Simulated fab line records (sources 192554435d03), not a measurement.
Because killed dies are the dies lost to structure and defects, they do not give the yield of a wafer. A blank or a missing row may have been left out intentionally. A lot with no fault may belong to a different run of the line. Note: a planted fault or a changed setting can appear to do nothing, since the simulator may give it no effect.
Matching of chambers ; flow n5Finfet ; N5_BEOL_M0_SAQP_HM_OPEN_112 on rieDiel-01 has 4 sister chambers
The step chemistry CHF3/O2, target SiO2, stops on a-Si, target depth 12 nm, time 13.5 s. 4 wafers are shown with their chamber, then 9 later ones without.

WAFERS, EACH WITH ITS CHAMBER
wafer;chamber;showerheadPlenumPTorr (Torr)
L088.3;3;2.45
L088.5;2;2.38
L091.4;0;2.55
L091.5;1;2.55

WAFERS WITH NO CHAMBER GIVEN
wafer;showerheadPlenumPTorr (Torr)
L093.1;2.54
L093.3;2.54
L093.6;2.44
L094.1;2.38
L094.2;2.54
L094.3;2.44
L094.4;2.54
L094.5;2.38
L094.6;2.44

THE CHAMBER EACH PASSED THROUGH
wafer;from the rows above;in truth
L093.1;can't be placed: 0 or 1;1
L093.3;can't be placed: 0 or 1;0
L093.6;3;3
L094.1;2;2
L094.2;can't be placed: 0 or 1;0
L094.3;3;3
L094.4;can't be placed: 0 or 1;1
L094.5;2;2
L094.6;3;3
Correct placement for 5 of the 9. These rows do not allow placing 4 (true chamber among the candidates in 4). Number placed wrongly: 0.
How it was worked out, from the rows above alone: a wafer's distance from a chamber is the root of the sum, over the readings, of the square of ((its reading less the chamber's mean) divided by the reading's scatter). If the next closest chamber is less than 2 further off than the closest, the wafer can't be placed; otherwise it belongs to the closest. Each chamber's mean is taken over the wafers shown for it. The scatter (one wafer shown for each chamber): square how far every hidden wafer sits from the nearest shown wafer, average those squares and take the square root.
